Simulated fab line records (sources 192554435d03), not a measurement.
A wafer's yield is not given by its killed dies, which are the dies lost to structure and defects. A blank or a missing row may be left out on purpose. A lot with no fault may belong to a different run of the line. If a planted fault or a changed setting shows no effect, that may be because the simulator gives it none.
Split-lot experiment ; flow n5-finfet ; route with 1938 steps; 7 lots, 21 wafers read

== SPLIT DETAILS ==
At N5_BEOL_M3_EXPOSE_08 (exposes mask M3), the setting dose-mj was moved away from the recipe's 33 on 5 of the 21 wafers read, by -7.5% to +3.3%. This setting was run at the recipe's value on the other wafers.

== FROM THE SPLIT TO THE READING: what the file shows between them, 2 steps ==
- N5_BEOL_M3_PEB_09: peb time 60 s
- N5_BEOL_M3_DEVELOP_10: develop time 30 s

== THE READING ==
cd-nm, in nm, at N5_BEOL_M3_CD_MEAS_11 (target cd 17.05 nm). Typical for fault-free wafers on this fab line: 16.93 nm, with standard deviation 0.24 nm.

wafer;tool, chamber at the split;dose-mj as run;against the recipe;cd-nm, nm;against lot-mates on the recipe
L076.1;euv-scanner-02, 0;31.75;-3.8%;16.03;-1.49
L076.3;euv-scanner-02, 0;31.75;-3.8%;16.20;-1.32
L076.4;euv-scanner-02, 0;33;recipe;17.52;-
L079.2;euv-scanner-02, 0;33;recipe;16.87;-
L079.4;euv-scanner-02, 0;33;recipe;16.75;-
L079.6;euv-scanner-02, 0;30.53;-7.5%;15.32;-1.49
L080.4;euv-scanner-01, 0;33;recipe;17.04;-
L080.5;euv-scanner-01, 0;33;recipe;16.95;-
L080.6;euv-scanner-01, 0;33;recipe;16.94;-
L081.1;euv-scanner-01, 0;33;recipe;16.50;-
L081.3;euv-scanner-01, 0;34.1;+3.3%;17.23;+0.62
L081.6;euv-scanner-01, 0;33;recipe;16.71;-
L089.1;euv-scanner-01, 0;33;recipe;17.12;-
L089.4;euv-scanner-01, 0;33;recipe;16.91;-
L089.5;euv-scanner-01, 0;33;recipe;17.28;-
L093.1;euv-scanner-01, 0;33;recipe;17.04;-
L093.2;euv-scanner-01, 0;33;recipe;17.00;-
L093.5;euv-scanner-01, 0;33;recipe;16.84;-
L094.1;euv-scanner-01, 0;33.94;+2.8%;17.59;+0.68
L094.2;euv-scanner-01, 0;33;recipe;16.93;-
L094.4;euv-scanner-01, 0;33;recipe;16.90;-

THE FIT
A straight line over all 21 wafers: cd-nm changes by +0.203 nm for each +1% of dose-mj; r = +0.90; the points scatter about the line by 0.23 nm.
The same after taking each lot's own level away (the mean of its wafers on the recipe; 21 wafers): +0.245 nm for each +1%; r = +0.95; scatter 0.19 nm.
That fit puts the effect of the largest move of dose-mj on the reading at 1.8 nm.
The span of the lots' own levels, 16.605 to 17.520 nm, comes to 3.8 times the standard deviation stated above.
In other words, the slope is changed by the lot-to-lot level; the two fits disagree.
Check: -2.33 nm against its lot-mates is what the line predicts for one of the wafers moved furthest among these (-7.5%) when that wafer is left out of the fit. Against them it came out at -1.49 nm.

== OTHER SPLITS ON THESE WAFERS ==
Before the reading, these wafers also passed through other splits. Each is held against what the fit with the lots' levels taken away leaves over:
other split on the same wafers;wafers away from the commonest value;r with cd-nm (lot level and that fit taken away)
N5_BEOL_M0_SAQP_EXPOSE_37 dose-mj;7;+0.25
N5_BEOL_M1_ETCH_64 bias-w;4;+0.20
N5_BEOL_M1_VIA_ETCH_34 bias-w;7;-0.04
N5_BEOL_M1_TRENCH_ETCH_37 bias-w;6;-0.33
N5_BEOL_M2_ETCH_69 bias-w;3;-0.44

== THE WHOLE CHAIN: every reading that the file lists as answering this split, in the file's order ==
step;what it does;reading;change (the file's fit);r (the file's)
N5_BEOL_M3_CD_MEAS_11;target cd 17.05 nm;cd-nm;+0.228 nm for each +1% of the setting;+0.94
N5_BEOL_M3_ETCH_74;etches underlayer in N2/H2, target depth 6.5 nm, time 5.2 s;BEOL_M3.cd-offset-nm (the simulator's own value, which no gauge read);+0.198 nm for each +1% of the setting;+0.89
N5_BEOL_M3_ETCH_63;etches SiARC in CF4, target depth 15.6 nm, time 26 s;BEOL_M3.cd-offset-nm (the simulator's own value, which no gauge read);+0.192 nm for each +1% of the setting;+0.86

== FILE'S OWN FIT ==
cd-nm changes by +0.228 nm for each +1% of dose-mj, r = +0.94.
